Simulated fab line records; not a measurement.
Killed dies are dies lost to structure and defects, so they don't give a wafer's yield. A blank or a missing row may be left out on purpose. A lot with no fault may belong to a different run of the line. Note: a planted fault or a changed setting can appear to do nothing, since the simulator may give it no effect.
Split-lot trial | flow n5_finfet | 21 wafers read from 7 lots, route of 1938 steps

== THE SPLIT ==
At N5_SDB_COAT_03 (time 60 s, resist thk 100 nm), the setting spin_rpm was moved away from the recipe's 1500 rpm on 8 of the 21 wafers read, by -6.6% to +4.1%. This setting was run at the recipe's value on the other wafers.

The reading is taken at the split's own step.

== THE READING ==
SOC_of_SDB_COAT_03.thk_nm (the simulator's own value, which no gauge read), in nm, at N5_SDB_COAT_03 (time 60 s, resist thk 100 nm). There is no usual value for it anywhere in the file. The 13 wafers here that ran the recipe average 100.2 nm, standard deviation 0.25 nm.

wafer  | tool, chamber at the split | spin_rpm as run, rpm | against the recipe | SOC_of_SDB_COAT_03.thk_nm, nm | against lot-mates on the recipe
L076.3 | litho_track-01, 0          | 1500                 | recipe             | 100.2                         | -
L076.4 | litho_track-01, 0          | 1500                 | recipe             | 99.8                          | -
L076.5 | litho_track-01, 0          | 1500                 | recipe             | 100                           | -
L079.1 | litho_track-01, 0          | 1500                 | recipe             | 100.2                         | -
L079.5 | litho_track-01, 0          | 1500                 | recipe             | 100.4                         | -
L079.6 | litho_track-01, 0          | 1500                 | recipe             | 100                           | -
L086.1 | litho_track-02, 0          | 1500                 | recipe             | 99.8                          | -
L086.4 | litho_track-02, 0          | 1451                 | -3.3%              | 101.4                         | +1.6
L086.6 | litho_track-02, 0          | 1451                 | -3.3%              | 102                           | +2.2
L087.4 | litho_track-01, 0          | 1401                 | -6.6%              | 103.8                         | +3.4
L087.5 | litho_track-01, 0          | 1500                 | recipe             | 100.4                         | -
L087.6 | litho_track-01, 0          | 1401                 | -6.6%              | 103.6                         | +3.2
L088.1 | litho_track-02, 0          | 1500                 | recipe             | 100                           | -
L088.5 | litho_track-02, 0          | 1554                 | +3.6%              | 98.2                          | -1.8
L088.6 | litho_track-02, 0          | 1554                 | +3.6%              | 98.4                          | -1.6
L096.1 | litho_track-02, 0          | 1562                 | +4.1%              | 98.4                          | -2.2
L096.2 | litho_track-02, 0          | 1562                 | +4.1%              | 99                            | -1.6
L096.6 | litho_track-02, 0          | 1500                 | recipe             | 100.6                         | -
L097.1 | litho_track-01, 0          | 1500                 | recipe             | 100.4                         | -
L097.3 | litho_track-01, 0          | 1500                 | recipe             | 100.4                         | -
L097.6 | litho_track-01, 0          | 1500                 | recipe             | 100.4                         | -

THE FIT
A straight line over all 21 wafers: SOC_of_SDB_COAT_03.thk_nm changes by -0.486 nm for each +1% of spin_rpm; r = -0.98; the points scatter about the line by 0.32 nm.
The same after taking each lot's own level away (the mean of its wafers on the recipe; 21 wafers): -0.497 nm for each +1%; r = -0.99; scatter 0.19 nm.
The reading moves by 3.3 nm for the largest change in spin_rpm, on that fit.
Measured against the standard deviation above, the lots' own levels, which go from 99.80 to 100.60 nm, span 3.2 times it.
Consequently the slope shifts little with the lot-to-lot level, the two slopes agreeing.
Check: for one of the wafers moved furthest among these (-6.6%), held out of the fit, the line's prediction against its lot-mates is +3.3 nm. It came out at +3.4 nm against them.

== ADDITIONAL SPLITS CARRIED BY THESE WAFERS ==
Other splits were also applied to these wafers ahead of the reading. Each is held against what the fit with the lots' levels taken away leaves over:
other split on the same wafers                    | wafers away from the commonest value | r with SOC_of_SDB_COAT_03.thk_nm (lot level and that fit taken away)
N5_WELL_APT_COAT_02 spin_rpm                      | 5                                    | -0.22
N5_PMOS_HMC_CHANNEL_EPI_PEB_07 peb_time_s         | 7                                    | +0.19
N5_PMOS_HMC_CHANNEL_EPI_DEVELOP_08 develop_time_s | 6                                    | -0.37
N5_FIN_SAQP_PECVD_48 time_s                       | 4                                    | -0.18
N5_DUMMY_GATE_CVD_03 temp_c                       | 18                                   | -0.08
N5_DUMMY_GATE_COAT_34 spin_rpm                    | 5                                    | +0.02
N5_SD_EPI_P_PEB_07 peb_time_s                     | 6                                    | -0.34

== THE FILE'S OWN FIT ==
SOC_of_SDB_COAT_03.thk_nm changes by -0.498 nm for each +1% of spin_rpm, r = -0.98.
